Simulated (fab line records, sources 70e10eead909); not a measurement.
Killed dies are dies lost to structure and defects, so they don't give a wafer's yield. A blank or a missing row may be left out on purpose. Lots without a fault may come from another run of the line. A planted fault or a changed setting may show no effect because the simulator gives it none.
fab line records | flow nand_harc
record lots=24 wafers=72 last_day=27
route steps=1159 shown A_STAIRCASE@584
lots that met no fault: from a run of the same line without faults
start_h: hours from the record's first day to the start of the lot's first wafer shown | wait_h: hours since the lot's step before | " the same as in the row above | L1.1+2: a row that stands for several wafers | - no value, or no start given | * or withheld: withheld | < > ~ a bound
route shown NAME@n: a module of which the file shows steps, and the number in the route of the first | usual: mean/standard deviation of fault-free wafers | same: alike in all rows | chamber/n: place in a boat | sites: the reading at each site | _std_site: their standard deviation | _edge_site: outer sites' mean less inner sites' | radius_mm: how far each site lies from the wafer's centre | mask NAME#n: copy n | behind: the tool/chamber that last shaped the wafer | hold: why the lot was held/for how many hours/how that ended | device: the transistor (n, p or np) that didn't switch | end of line: the same wafers' tests at the end of the route | a step without rows: its recipe alone | killed: dies lost to structure and defects at the first sort, not the wafer's yield | map: a wafer's dies, x killed, . not, _ none there
set.NAME: the setting as run; set.NAME@STEP: as run at that earlier step | model.NAME: the simulator's own value behind a step, which no gauge read
steps of the route over a sample of lots; a table a step, a row a wafer
services: from which hour (start_h, from the record's first day; less than 0 if before it) a tool's chamber was out of use, for how many hours, and why
## steps
# step NHARC_A_STAIRCASE_ETCH_190
# recipe target_depth_a=1000 time_s=40.5 ion_energy_ev=400 c4f8_flow_sccm=20 o2_flow_sccm=10 ar_flow_sccm=withheld rf_w=600 bias_w=1000 chemistry=C4F8/O2
# usual chamber_pressure_mTorr=25.001/0.023 oes_product_au=0.940/0.012 rf_vpp_V=895/5.3
# columns lot.wafer tool chamber start_h wait_h chamber_pressure_mTorr oes_product_au rf_hours_counter_h rf_vpp_V
L074.1 rie_diel-09 0 - - 25.014 0.929 54 890
L074.5 " 3 " " 25.021 0.926 - 898
L074.6 " 0 " " 24.982 0.927 - 890
L075.3 rie_diel-13 3 - - 25.000 0.939 54 885
L075.2 " 0 " " 24.985 0.912 53 899
L075.6 " 1 " " 24.983 0.917 - 894
L076.3 rie_diel-11 1 - - 25.004 0.934 16 899
L076.1 " 2 " " 25.010 0.938 20 893
L076.4 " 3 " " 25.013 0.936 19 893
L077.1 rie_diel-13 1 - - 24.954 0.920 53 893
L077.4 " 2 " " 25.049 0.938 52 889
L077.6 " 2 " " 24.986 0.933 - 889
L078.1 rie_diel-13 1 - - 24.982 0.929 56 893
L078.4 " 3 " " 25.007 0.925 58 887
L078.5 " 2 " " 24.988 0.932 - 887
L079.4 rie_diel-11 0 - - 25.029 0.953 25 888
L079.5 " 1 " " 25.009 0.948 - 898
L079.6 " 2 " " 24.965 0.945 - 895
L081.2 rie_diel-11 2 - - 25.007 0.947 35 892
L081.3 " 0 " " 24.984 0.963 35 888
L081.4 " 1 " " 24.999 0.953 32 898
L082.2 rie_diel-11 3 - - 25.018 0.951 35 893
L082.4 " 0 " " 24.964 0.946 35 889
L082.6 " 0 " " 24.987 0.944 - 888
L080.4 rie_diel-13 0 - - 24.991 0.937 4 899
L080.2 " 1 " " 24.992 0.936 5 893
L080.1 " 2 " " 24.990 0.953 5 888
L084.3 rie_diel-09 2 - - 24.981 0.931 11 898
L084.1 " 0 " " 25.030 0.936 12 889
L084.5 " 0 " " 25.027 0.940 - 891
L083.3 rie_diel-09 0 - - 25.020 0.933 13 889
L083.5 " 0 " " 24.979 0.936 - 889
L083.6 " 3 " " 24.994 0.945 - 897
L088.2 rie_diel-13 2 - - 24.999 0.951 10 888
L088.6 " 1 " " 25.003 0.949 - 895
L088.5 " 2 " " 24.991 0.957 - 889
L086.4 rie_diel-11 2 - - 25.022 0.945 43 892
L086.2 " 3 " " 25.009 0.937 44 894
L086.6 " 2 " " 25.026 0.940 - 894
L085.4 rie_diel-09 0 - - 25.029 0.942 20 889
L085.5 " 1 " " 25.019 0.941 - 906
L085.6 " 2 " " 25.035 0.931 - 898
L087.4 rie_diel-13 3 - - 25.006 0.954 15 906
L087.6 " 2 " " 25.027 0.942 - 889
L087.5 " 3 " " 24.992 0.947 - 907
L089.3 rie_diel-11 1 - - 24.992 0.948 49 897
L089.2 " 2 " " 25.008 0.940 52 891
L089.6 " 1 " " 24.980 0.940 - 898
L090.2 rie_diel-13 0 - - 25.023 0.942 17 897
L090.1 " 1 " " 25.002 0.947 19 893
L090.5 " 1 " " 24.990 0.948 - 891
L091.1 rie_diel-13 0 - - 24.983 0.950 19 897
L091.3 " 1 " " 24.996 0.949 20 893
L091.4 " 2 " " 25.039 0.948 20 889
L092.2 rie_diel-13 2 - - 25.007 0.954 21 887
L092.6 " 3 " " 24.965 0.944 - 907
L092.5 " 0 " " 25.009 0.965 - 898
L094.1 rie_diel-11 1 - - 24.966 0.947 54 896
L094.6 " 2 " " 24.991 0.950 - 892
L094.5 " 3 " " 25.011 0.940 - 893
L093.1 rie_diel-09 1 - - 25.000 0.918 30 904
L093.2 " 3 " " 25.008 0.912 38 897
L093.5 " 1 " " 25.020 0.921 - 905
L095.1 rie_diel-13 0 - - 25.001 0.942 29 900
L095.2 " 1 " " 25.008 0.946 30 892
L095.6 " 1 " " 24.985 0.954 - 893
L096.2 rie_diel-13 3 - - 24.998 0.932 28 906
L096.6 " 0 " " 25.051 0.955 - 897
L096.5 " 1 " " 24.989 0.932 - 893
L097.3 rie_diel-09 1 - - 25.025 0.920 37 904
L097.4 " 0 " " 24.998 0.938 38 889
L097.6 " 1 " " 24.977 0.921 - 905
# step NHARC_A_STAIRCASE_TRIM_231
# recipe time_s=211.2 o2_flow_sccm=500 ar_flow_sccm=0 bias_w=0 chemistry=O2
# usual chamber_pressure_mTorr=60.00/0.063 drypump_motor_current_A=5.5/0.38 oes_product_au=1.004/0.009 rf_vpp_V=57.7/0.9 showerhead_plenum_p_Torr=3.51/0.15 throttle_valve_pct=17.037/0.0093
# columns lot.wafer tool chamber start_h wait_h chamber_pressure_mTorr drypump_motor_current_A oes_product_au rf_hours_counter_h rf_vpp_V showerhead_plenum_p_Torr throttle_valve_pct
L074.1 rie_diel-11 1 - - 59.90 5.7 1.009 12 58.0 3.58 17.021
L074.5 " 2 " " 59.95 5.8 1.012 - 57.4 3.47 17.039
L074.6 " 3 " " 59.94 5.7 1.008 - 56.3 3.46 17.048
L075.3 rie_diel-09 3 - - 60.06 5.3 1.001 0 57.0 3.56 17.036
L075.2 " 0 " " 60.00 4.9 1.000 0 58.3 3.36 17.039
L075.6 " 3 " " 59.98 5.3 1.002 - 58.1 3.56 17.027
L077.4 rie_diel-13 0 - - 59.93 5.4 1.001 58 58.7 3.60 17.032
L077.1 " 3 " " 60.14 6.5 0.999 60 56.2 3.27 17.029
L077.6 " 1 " " 60.11 5.3 1.000 - 56.6 3.45 17.040
L076.3 rie_diel-11 2 - - 59.92 5.7 1.017 24 57.9 3.47 17.028
L076.1 " 3 " " 60.06 5.7 1.006 24 59.1 3.46 17.034
L076.4 " 1 " " 60.03 5.7 1.021 21 58.7 3.57 17.034
L078.1 rie_diel-09 1 - - 60.03 5.4 0.997 1 58.6 3.81 17.042
L078.4 " 3 " " 59.95 5.2 1.014 1 57.9 3.56 17.025
L078.5 " 1 " " 59.92 5.4 0.992 - 57.3 3.81 17.054
L079.4 rie_diel-09 3 - - 60.03 5.3 1.011 1 57.9 3.55 17.041
L079.5 " 3 " " 60.09 5.3 1.000 - 57.1 3.55 17.044
L079.6 " 0 " " 60.00 4.9 0.993 - 58.0 3.36 17.024
L081.2 rie_diel-09 3 - - 60.15 5.2 1.012 12 58.4 3.55 17.036
L081.3 " 2 " " 60.02 5.3 1.003 9 57.2 3.56 17.018
L081.4 " 2 " " 59.91 5.3 0.992 - 58.8 3.56 17.028
L082.4 rie_diel-11 0 - - 60.01 5.5 1.021 38 57.4 3.32 17.028
L082.2 " 2 " " 60.08 5.8 1.010 37 57.3 3.46 17.028
L082.6 " 0 " " 60.04 5.5 1.003 - 57.5 3.32 17.042
L080.1 rie_diel-13 1 - - 60.11 5.4 0.989 7 58.0 3.45 17.052
L080.2 " 2 " " 60.04 5.7 1.003 7 57.2 3.33 17.027
L080.4 " 3 " " 60.04 6.6 1.003 6 59.4 3.80 17.039
L084.1 rie_diel-11 3 - - 60.03 5.8 1.001 41 57.2 3.45 17.033
L084.3 " 0 " " 59.98 5.5 1.006 42 55.2 3.32 17.045
L084.5 " 3 " " 60.13 5.7 1.008 - 57.4 3.45 17.024
L083.3 rie_diel-09 1 - - 59.96 5.4 1.008 9 58.1 3.80 17.043
L083.6 " 3 " " 60.06 5.3 1.012 - 58.0 3.55 17.053
L083.5 " 0 " " 60.03 4.8 1.006 - 58.2 3.35 17.032
L088.2 rie_diel-11 2 - - 60.07 5.8 1.003 46 55.4 3.45 17.054
L088.6 " 2 " " 60.07 5.8 1.015 - 57.2 3.45 17.038
L088.5 " 3 " " 60.09 5.7 1.003 - 57.1 3.45 17.045
L086.4 rie_diel-09 1 - - 59.94 5.4 0.996 15 58.8 3.80 17.023
L086.2 " 2 " " 59.92 5.3 1.005 19 58.1 3.55 17.048
L086.6 " 0 " " 59.96 4.8 1.006 - 57.2 3.35 17.040
L085.4 rie_diel-09 0 - - 60.03 4.8 0.991 25 58.0 3.35 17.032
L085.5 " 0 " " 59.99 4.8 0.997 - 57.4 3.35 17.035
L085.6 " 1 " " 59.93 5.4 0.990 - 57.9 3.80 17.047
L087.4 rie_diel-09 1 - - 60.00 5.4 0.998 21 59.0 3.80 17.025
L087.5 " 1 " " 59.94 5.4 0.993 - 58.7 3.80 17.023
L087.6 " 2 " " 60.04 5.3 1.003 - 59.5 3.55 17.027
L089.2 rie_diel-09 2 - - 59.98 5.3 0.993 25 58.8 3.55 17.018
L089.3 " 3 " " 59.94 5.3 1.009 30 57.6 3.54 17.041
L089.6 " 1 " " 60.03 5.4 1.003 - 57.7 3.80 17.035
L090.2 rie_diel-11 0 - - 59.97 5.5 1.025 53 58.4 3.32 17.047
L090.1 " 2 " " 60.00 5.8 1.001 53 57.8 3.45 17.036
L090.5 " 3 " " 59.97 5.7 1.008 - 58.6 3.44 17.019
L091.1 rie_diel-13 2 - - 60.11 5.7 1.018 22 56.9 3.32 17.043
L091.4 " 3 " " 60.02 6.5 1.003 21 60.3 3.80 17.029
L091.3 " 1 " " 60.01 5.4 1.003 23 57.4 3.44 17.040
L092.2 rie_diel-13 2 - - 59.99 5.7 1.009 23 56.8 3.32 17.016
L092.6 " 3 " " 59.90 6.5 0.994 - 57.7 3.80 17.033
L092.5 " 0 " " 59.88 5.5 1.009 - 58.8 3.58 17.022
L094.1 rie_diel-11 0 - - 59.97 5.5 1.015 61 56.0 3.31 17.033
L094.6 " 3 " " 60.05 5.8 1.003 - 56.9 3.44 17.035
L094.5 " 0 " " 59.97 5.5 1.015 - 57.3 3.31 17.045
L093.1 rie_diel-09 3 - - 60.04 5.3 1.013 39 56.3 3.53 17.033
L093.2 " 0 " " 60.02 4.9 1.000 32 56.5 3.34 17.047
L093.5 " 3 " " 59.80 5.3 0.994 - 58.4 3.53 17.033
L095.1 rie_diel-13 0 - - 60.03 5.5 1.003 34 56.9 3.58 17.026
L095.2 " 1 " " 60.05 5.3 1.001 34 57.6 3.43 17.048
L095.6 " 0 " " 59.98 5.5 1.004 - 59.0 3.58 17.013
L096.2 rie_diel-09 1 - - 60.03 5.4 0.984 37 58.8 3.79 17.039
L096.5 " 3 " " 60.07 5.3 0.994 - 58.0 3.53 17.029
L096.6 " 0 " " 60.05 4.8 1.005 - 56.9 3.34 17.044
L097.3 rie_diel-13 1 - - 59.96 5.3 1.007 37 57.6 3.43 17.034
L097.4 " 2 " " 60.08 5.7 1.011 38 56.6 3.31 17.040
L097.6 " 2 " " 60.00 5.7 1.019 - 58.7 3.31 17.034
# step NHARC_A_STAIRCASE_HM_DEP_462
# recipe target_thk_a=8000 temp_c=400 material=aC
# usual throttle_valve_pct=35.000/0.0096
# columns lot.wafer tool chamber start_h wait_h throttle_valve_pct
L074.1 acl_dep-03 0 243.44 0.5 35.007
L074.5 " 0 244.69 1.7 35.027
L074.6 " 0 " " 35.007
L075.2 acl_dep-01 0 273.28 1.4 35.010
L075.3 " 0 " " 34.995
L075.6 " 0 " " 35.011
L077.1 acl_dep-02 0 274.10 1.7 35.005
L077.4 " 0 " " 35.001
L077.6 " 0 " " 35.019
L076.1 acl_dep-01 0 274.82 1.7 34.988
L076.3 " 0 " " 34.987
L076.4 " 0 " " 35.003
L078.1 acl_dep-02 0 276.56 0.5 35.009
L078.4 " 0 " " 35.000
L078.5 " 0 " " 34.995
L079.4 acl_dep-02 0 280.26 1.0 35.013
L079.5 " 0 " " 34.979
L079.6 " 0 " " 35.023
L081.2 acl_dep-01 0 308.89 3.9 34.996
L081.3 " 0 " " 35.007
L081.4 " 0 " " 35.011
L082.2 acl_dep-03 0 310.84 4.9 34.997
L082.4 " 0 " " 35.008
L082.6 " 0 " " 34.997
L080.1 acl_dep-01 0 312.96 1.4 34.973
L080.2 " 0 " " 34.980
L080.4 " 0 " " 35.014
L084.1 acl_dep-03 0 313.80 0.1 35.019
L084.3 " 0 " " 34.996
L084.5 " 0 " " 34.999
L083.3 acl_dep-01 0 317.33 1.9 34.993
L083.5 " 0 " " 34.991
L083.6 " 0 " " 34.988
L088.2 acl_dep-02 0 328.47 0.4 35.001
L088.5 " 0 " " 35.002
L088.6 " 0 " " 34.998
L086.2 acl_dep-03 0 329.03 0.8 35.011
L086.4 " 0 " " 35.008
L086.6 " 0 " " 34.989
L085.4 acl_dep-01 0 332.77 1.0 34.995
L085.5 " 0 " " 35.005
L085.6 " 0 " " 35.011
L087.4 acl_dep-02 0 344.72 1.0 34.995
L087.5 " 0 " " 34.993
L087.6 " 0 " " 35.006
L089.2 acl_dep-03 0 349.82 0.4 35.011
L089.3 " 0 " " 34.999
L089.6 " 0 " " 34.997
L090.1 acl_dep-01 0 350.79 0.1 34.984
L090.2 " 0 " " 35.002
L090.5 " 0 " " 34.999
L091.1 acl_dep-01 0 361.79 0.4 34.989
L091.3 " 0 " " 35.003
L091.4 " 0 " " 34.995
L092.2 acl_dep-03 0 365.50 0.4 34.998
L092.5 " 0 " " 34.994
L092.6 " 0 " " 35.003
L093.1 acl_dep-01 0 376.56 1.3 34.998
L093.2 " 0 " " 35.002
L093.5 " 0 " " 34.984
L094.1 acl_dep-02 0 378.01 1.7 34.997
L094.5 " 0 379.24 3.0 35.000
L094.6 " 0 " " 35.012
L095.1 acl_dep-01 0 385.44 0.6 35.002
L095.2 " 0 " " 35.010
L095.6 " 0 386.99 2.1 34.982
L096.2 acl_dep-03 0 385.93 0.9 34.987
L096.5 " 0 " " 34.990
L096.6 " 0 " " 34.993
L097.3 acl_dep-01 0 394.39 0.7 34.993
L097.4 " 0 " " 34.995
L097.6 " 0 " " 35.009
# step NHARC_A_STAIRCASE_ETCH_315
# recipe target_depth_a=25000 time_s=607.1 ion_energy_ev=800 c4f8_flow_sccm=80 o2_flow_sccm=60 ar_flow_sccm=withheld rf_w=600 bias_w=3000 chemistry=C4F8/O2/Ar
# usual chamber_pressure_mTorr=24.999/0.022 oes_product_au=0.933/0.0081 rf_vpp_V=1825/12
# columns lot.wafer tool chamber start_h wait_h chamber_pressure_mTorr oes_product_au rf_hours_counter_h rf_vpp_V
L074.1 rie_diel-09 2 - - 25.021 0.915 64 1828
L074.6 " 1 " " 25.002 0.931 - 1807
L074.5 " 2 " " 24.984 0.929 - 1828
L075.3 rie_diel-11 0 276.46 - 24.990 0.932 29 1812
L075.2 " 1 " " 24.994 0.922 26 1829
L075.6 " 1 " " 25.006 0.931 - 1830
L077.4 rie_diel-11 2 - - 25.031 0.937 28 1821
L077.1 " 0 " " 24.968 0.930 29 1813
L077.6 " 2 " " 24.989 0.933 - 1824
L076.3 rie_diel-11 0 - - 24.987 0.929 29 1810
L076.1 " 1 " " 25.000 0.931 27 1829
L076.4 " 2 " " 25.010 0.927 28 1822
L078.4 rie_diel-09 0 - - 24.994 0.922 5 1813
L078.1 " 1 " " 24.999 0.926 5 1848
L078.5 " 3 " " 24.995 0.939 - 1828
L079.4 rie_diel-09 3 - - 25.003 0.935 - 1830
L079.6 " 0 " " 24.999 0.927 - 1814
L079.5 " 1 " " 25.011 0.920 - 1847
L081.3 rie_diel-09 1 - - 25.028 0.925 12 1846
L081.2 " 2 " " 25.018 0.922 16 1829
L081.4 " 3 " " 24.969 0.924 19 1827
L082.2 rie_diel-11 1 - - 25.007 0.938 42 1829
L082.4 " 2 " " 25.003 0.942 43 1822
L082.6 " 0 " " 24.975 0.936 - 1811
L080.1 rie_diel-13 0 - - 25.012 0.939 11 1831
L080.4 " 2 " " 25.015 0.947 11 1811
L080.2 " 3 " " 24.984 0.928 10 1847
L084.3 rie_diel-09 0 - - 24.989 0.922 19 1814
L084.1 " 3 " " 25.057 0.932 21 1827
L084.5 " 0 " " 25.003 0.925 - 1814
L083.3 rie_diel-13 0 - - 24.985 0.936 13 1831
L083.6 " 0 " " 24.989 0.939 - 1832
L083.5 " 1 " " 25.000 0.933 - 1821
L088.2 rie_diel-11 3 - - 25.004 0.947 50 1819
L088.6 " 3 " " 24.986 0.932 - 1820
L088.5 " 0 " " 24.998 0.948 - 1812
L086.2 rie_diel-09 1 - - 24.982 0.915 20 1845
L086.4 " 2 " " 24.988 0.926 23 1828
L086.6 " 3 " " 24.934 0.934 - 1827
L085.4 rie_diel-13 0 - - 25.026 0.946 17 1832
L085.6 " 1 " " 25.036 0.927 - 1820
L085.5 " 2 " " 24.992 0.934 - 1811
L087.4 rie_diel-13 3 - - 24.985 0.926 19 1847
L087.5 " 0 " " 25.016 0.938 - 1832
L087.6 " 1 " " 24.963 0.930 - 1820
L089.3 rie_diel-11 1 - - 24.986 0.941 53 1829
L089.2 " 3 " " 24.959 0.929 56 1820
L089.6 " 2 " " 25.010 0.932 - 1822
L090.2 rie_diel-13 2 - - 24.969 0.951 23 1811
L090.1 " 0 " " 25.002 0.939 23 1831
L090.5 " 2 " " 24.984 0.957 - 1811
L091.1 rie_diel-09 1 - - 25.022 0.929 31 1846
L091.4 " 3 " " 24.995 0.947 39 1828
L091.3 " 0 " " 25.012 0.936 32 1813
L092.2 rie_diel-09 1 - - 25.024 0.929 32 1845
L092.5 " 2 " " 24.958 0.926 - 1830
L092.6 " 3 " " 24.962 0.928 - 1828
L093.1 rie_diel-11 3 - - 25.015 0.924 1 1821
L093.2 " 0 " " 24.988 0.933 2 1809
L093.5 " 0 " " 25.006 0.941 - 1811
L094.1 rie_diel-09 1 - - 25.007 0.921 39 1843
L094.6 " 0 " " 25.017 0.927 - 1812
L094.5 " 1 " " 25.007 0.927 - 1846
L096.2 rie_diel-09 2 - - 24.975 0.940 46 1828
L096.5 " 3 " " 24.938 0.931 - 1828
L096.6 " 0 " " 25.037 0.931 - 1812
L095.2 rie_diel-13 2 - - 25.024 0.937 40 1810
L095.1 " 0 " " 24.998 0.932 38 1830
L095.6 " 3 " " 25.011 0.935 - 1844
L097.3 rie_diel-13 0 - - 25.025 0.923 - 1832
L097.4 " 3 " " 25.016 0.936 - 1844
L097.6 " 3 " " 24.983 0.923 - 1846
# step NHARC_A_STAIRCASE_STRIP_476
# recipe time_s=20 o2_flow_sccm=500 ar_flow_sccm=0 bias_w=0 chemistry=O2
# usual chamber_pressure_mTorr=60.00/0.058 drypump_motor_current_A=5.5/0.39 oes_product_au=1.003/0.0088 rf_vpp_V=57.8/0.93 showerhead_plenum_p_Torr=3.51/0.16 throttle_valve_pct=17.037/0.0086
# columns lot.wafer tool chamber start_h wait_h chamber_pressure_mTorr drypump_motor_current_A oes_product_au rf_hours_counter_h rf_vpp_V showerhead_plenum_p_Torr throttle_valve_pct
L074.1 rie_diel-13 3 250.48 0.1 59.94 6.5 0.995 52 57.2 3.28 17.037
L074.5 " 0 " " 60.06 5.4 0.979 - 57.8 3.60 17.035
L074.6 " 1 " " 59.97 5.4 0.992 - 58.6 3.46 17.033
L075.2 rie_diel-09 3 280.49 0.1 59.98 5.3 1.005 6 57.2 3.55 17.028
L075.3 " 0 " " 59.97 4.8 0.991 4 57.2 3.36 17.025
L075.6 " 1 " " 60.06 5.4 0.998 - 59.2 3.81 17.022
L077.1 rie_diel-09 1 282.93 0.2 59.99 5.4 0.995 6 58.5 3.80 17.037
L077.4 " 1 " " 60.00 5.4 0.998 - 59.2 3.80 17.033
L077.6 " 3 " " 60.02 5.3 1.015 - 59.6 3.55 17.033
L078.1 rie_diel-11 0 284.69 0.1 60.06 5.5 1.018 34 57.8 3.33 17.036
L078.4 " 2 " " 59.98 5.7 1.006 32 58.0 3.46 17.041
L078.5 " 1 " " 59.97 5.7 1.007 - 57.6 3.57 17.025
L076.1 rie_diel-09 3 285.19 0.1 59.95 5.2 1.005 8 56.7 3.55 17.037
L076.3 " 0 " " 59.98 4.9 1.007 6 57.0 3.36 17.033
L076.4 " 1 " " 59.97 5.4 1.006 - 58.1 3.80 17.035
L079.4 rie_diel-13 1 287.51 0.1 60.01 5.4 0.988 2 57.9 3.45 17.028
L079.6 " 3 " " 60.05 6.6 0.982 - 58.5 3.81 17.034
L079.5 " 0 " " 59.99 5.5 0.997 - 58.4 3.59 17.040
L081.4 rie_diel-13 1 315.79 0.1 59.87 5.4 1.002 12 57.1 3.44 17.029
L081.2 " 2 " " 60.02 5.7 1.015 11 57.4 3.33 17.016
L081.3 " 0 " " 60.02 5.5 1.008 11 58.2 3.59 17.036
L082.4 rie_diel-11 3 317.49 0.1 59.95 5.8 1.005 45 57.5 3.45 17.050
L082.2 " 1 " " 59.99 5.7 1.014 43 57.3 3.56 17.022
L082.6 " 3 " " 60.03 5.8 1.013 - 56.8 3.45 17.038
L084.1 rie_diel-13 3 322.38 0.2 59.98 6.6 1.000 13 59.3 3.80 17.044
L084.3 " 0 " " 60.03 5.4 1.009 13 59.6 3.59 17.042
L084.5 " 0 " " 60.09 5.5 1.011 - 58.3 3.59 17.020
L080.4 rie_diel-11 2 322.59 2.0 59.95 5.8 1.014 49 57.5 3.45 17.051
L080.2 " 3 " " 59.99 5.8 1.005 49 58.9 3.44 17.029
L080.1 " 1 " " 59.95 5.7 1.003 46 59.0 3.56 17.039
L083.3 rie_diel-11 3 324.36 0.1 59.98 5.7 1.001 49 57.3 3.44 17.043
L083.5 " 2 " " 59.97 5.8 1.005 - 57.3 3.45 17.036
L083.6 " 3 " " 60.00 5.7 0.997 - 58.7 3.44 17.046
L088.2 rie_diel-09 0 334.94 0.1 60.07 4.8 0.986 28 57.6 3.34 17.023
L088.6 " 3 " " 59.91 5.2 1.002 - 59.0 3.54 17.025
L088.5 " 0 " " 59.96 4.8 0.997 - 57.4 3.34 17.043
L086.2 rie_diel-13 2 336.31 0.1 59.97 5.7 1.020 18 57.6 3.32 17.039
L086.4 " 3 " " 60.10 6.5 0.998 17 57.8 3.80 17.049
L086.6 " 3 " " 59.98 6.5 0.993 - 58.0 3.80 17.044
L085.4 rie_diel-09 3 338.72 0.1 59.98 5.3 1.015 30 56.6 3.54 17.039
L085.5 " 1 " " 60.06 5.4 0.992 - 59.0 3.80 17.054
L085.6 " 2 " " 59.93 5.3 1.004 - 59.9 3.55 17.040
L087.4 rie_diel-11 1 351.43 0.1 59.86 5.7 1.010 53 57.6 3.55 17.044
L087.5 " 2 " " 60.03 5.8 0.998 - 58.3 3.45 17.041
L087.6 " 3 " " 59.97 5.8 1.000 - 56.9 3.44 17.036
L089.3 rie_diel-09 3 356.49 0.1 59.99 5.2 0.988 34 58.2 3.54 17.040
L089.2 " 1 " " 59.89 5.4 0.986 26 57.3 3.79 17.030
L089.6 " 3 " " 60.05 5.2 1.005 - 58.0 3.54 17.026
L090.2 rie_diel-11 2 358.95 0.2 60.07 5.8 1.007 60 58.5 3.45 17.047
L090.1 " 3 " " 59.96 5.7 1.011 60 58.1 3.44 17.038
L090.5 " 2 " " 60.04 5.8 1.014 - 57.7 3.45 17.016
L091.1 rie_diel-09 0 368.70 0.2 60.04 4.8 1.000 33 58.1 3.34 17.039
L091.3 " 1 " " 59.95 5.4 0.996 32 59.9 3.79 17.028
L091.4 " 2 " " 59.98 5.3 0.994 35 57.9 3.54 17.047
L092.2 rie_diel-09 1 372.56 0.1 60.04 5.4 1.000 35 59.2 3.79 17.043
L092.6 " 0 " " 59.98 4.9 1.006 - 55.8 3.34 17.050
L092.5 " 1 " " 59.87 5.4 0.999 - 58.1 3.79 17.022
L093.2 rie_diel-11 3 383.65 0.1 59.94 5.7 1.000 3 59.4 3.43 17.033
L093.1 " 1 " " 60.02 5.7 0.997 3 56.9 3.55 17.029
L093.5 " 3 " " 60.04 5.7 1.006 - 58.1 3.44 17.030
L094.1 rie_diel-13 2 385.03 0.1 59.96 5.7 1.012 37 57.0 3.31 17.034
L094.6 " 2 " " 59.85 5.7 1.015 - 56.5 3.31 17.035
L094.5 " 3 " " 60.04 6.5 1.010 - 59.6 3.79 17.036
L096.2 rie_diel-11 2 393.47 0.1 59.95 5.8 0.997 6 57.0 3.44 17.034
L096.6 " 3 " " 60.09 5.8 1.001 - 56.6 3.43 17.038
L096.5 " 0 " " 60.01 5.5 1.006 - 57.7 3.31 17.049
L095.1 rie_diel-11 0 393.84 0.1 59.92 5.5 1.002 7 57.6 3.31 17.030
L095.2 " 1 " " 60.06 5.7 1.007 7 58.8 3.55 17.044
L095.6 " 2 " " 59.96 5.8 1.009 - 56.3 3.44 17.046
L097.4 rie_diel-09 3 401.62 0.1 59.97 5.3 1.013 51 58.5 3.53 17.029
L097.3 " 0 " " 60.02 4.9 0.993 45 57.0 3.34 17.040
L097.6 " 3 " " 60.03 5.3 1.002 - 56.6 3.53 17.038
# step NHARC_A_STAIRCASE_ALD_420
# recipe target_thk_a=200 pulse_time_s=6 ald_cycles=200 temp_c=300 material=SiO2
# usual heater_power_w=468/43 precursor_pulse_height_rel=1.001/0.019
# columns lot.wafer tool chamber start_h wait_h heater_power_w precursor_pulse_height_rel
L074.1 ald_hk-03 2 253.09 - 379 0.966
L074.5 " 1 " " 418 1.012
L074.6 " 2 " " 386 1.029
L077.1 ald_hk-01 1 284.36 - 478 1.013
L077.4 " 3 " " 446 0.997
L077.6 " 1 " " 480 1.005
L075.2 ald_hk-03 3 284.67 - 475 1.008
L075.3 " 0 " " 488 1.005
L075.6 " 2 " " 391 0.970
L078.1 ald_hk-01 3 288.72 - 437 0.989
L078.4 " 0 " " 447 0.998
L078.5 " 0 " " 459 1.044
L079.4 ald_hk-03 2 289.04 - 376 0.997
L079.6 " 0 " " 490 1.003
L079.5 " 1 " " 419 1.021
L076.1 ald_hk-03 3 289.67 - 460 1.000
L076.3 " 1 " " 420 0.978
L076.4 " 2 " " 391 1.047
L082.2 ald_hk-01 2 321.48 - 510 0.996
L082.4 " 3 " " 434 1.014
L082.6 " 0 " " 465 0.996
L081.3 ald_hk-02 1 321.61 - 515 1.044
L081.4 " 2 " " 425 1.039
L081.2 " 3 " " 550 0.981
L084.3 ald_hk-02 0 326.60 - 483 0.994
L084.1 " 2 " " 422 1.001
L084.5 " 0 " " 486 0.993
L083.3 ald_hk-01 3 326.92 - 426 1.011
L083.5 " 0 " " 456 0.989
L083.6 " 1 " " 463 1.012
L080.4 ald_hk-01 2 327.39 - 505 0.994
L080.2 " 3 " " 432 1.005
L080.1 " 1 " " 478 1.005
L086.4 ald_hk-02 1 338.80 - 507 0.976
L086.2 " 3 " " 562 1.017
L086.6 " 1 " " 500 0.991
L088.2 ald_hk-03 0 339.12 - 474 1.006
L088.6 " 2 " " 430 0.992
L088.5 " 3 " " 464 1.030
L085.4 ald_hk-02 0 342.67 - 473 0.973
L085.5 " 0 " " 471 0.994
L085.6 " 1 " " 513 1.022
L087.4 ald_hk-03 0 355.29 - 486 1.014
L087.5 " 0 " " 495 1.018
L087.6 " 1 " " 423 0.960
L089.3 ald_hk-02 3 360.37 - 561 0.970
L089.2 " 2 " " 428 1.001
L089.6 " 0 " " 499 1.013
L090.1 ald_hk-01 3 360.53 - 435 1.008
L090.2 " 1 " " 483 1.009
L090.5 " 2 " " 522 0.973
L091.3 ald_hk-02 2 374.42 - 430 1.009
L091.1 " 3 " " 570 1.014
L091.4 " 0 " " 477 0.966
L092.2 ald_hk-03 0 374.74 - 490 0.982
L092.5 " 1 " " 416 0.999
L092.6 " 2 " " 431 0.997
L093.2 ald_hk-01 2 434.18 - 526 1.022
L093.1 " 3 " " 452 0.993
L093.5 " 3 " " 456 1.028
L094.1 ald_hk-03 3 434.34 - 463 1.008
L094.6 " 2 " " 438 0.984
L094.5 " 3 " " 457 1.027
L096.2 ald_hk-02 0 434.81 - 474 1.018
L096.6 " 1 " " 511 1.035
L096.5 " 2 " " 429 0.971
L097.3 ald_hk-01 0 435.13 - 427 0.998
L097.4 " 1 " " 485 1.014
L097.6 " 0 " " 437 0.989
L095.2 ald_hk-01 0 436.40 - 434 1.005
L095.1 " 1 " " 472 0.999
L095.6 " 3 " " 438 0.971
## services
# columns tool chamber start_h hours kind
rie_diel-09 0 208.78 - clean
rie_diel-09 1 208.78 - clean
rie_diel-09 2 208.78 - clean
rie_diel-09 3 208.78 - clean
acl_dep-03 - 223.87 13.0 pm
rie_diel-13 2 225.68 4.4 repair
ald_hk-01 - 228.00 10.0 pm
rie_diel-09 0 233.28 - clean
rie_diel-09 1 233.28 - clean
rie_diel-09 2 233.28 - clean
rie_diel-11 1 241.89 9.1 repair
rie_diel-09 - 254.15 9.0 pm
ald_hk-02 - 254.38 1.9 repair
rie_diel-13 - 276.20 9.0 pm
ald_hk-02 - 282.19 10.0 pm
rie_diel-09 1 290.16 10.6 repair
acl_dep-01 - 295.58 13.0 pm
acl_dep-02 - 349.16 13.0 pm
rie_diel-09 - 350.67 2.0 repair
rie_diel-11 - 366.68 9.0 pm
rie_diel-13 2 394.58 8.5 repair
acl_dep-03 - 405.93 13.0 pm
ald_hk-01 - 406.00 10.0 pm
rie_diel-09 - 431.29 9.0 pm
## key
fault none
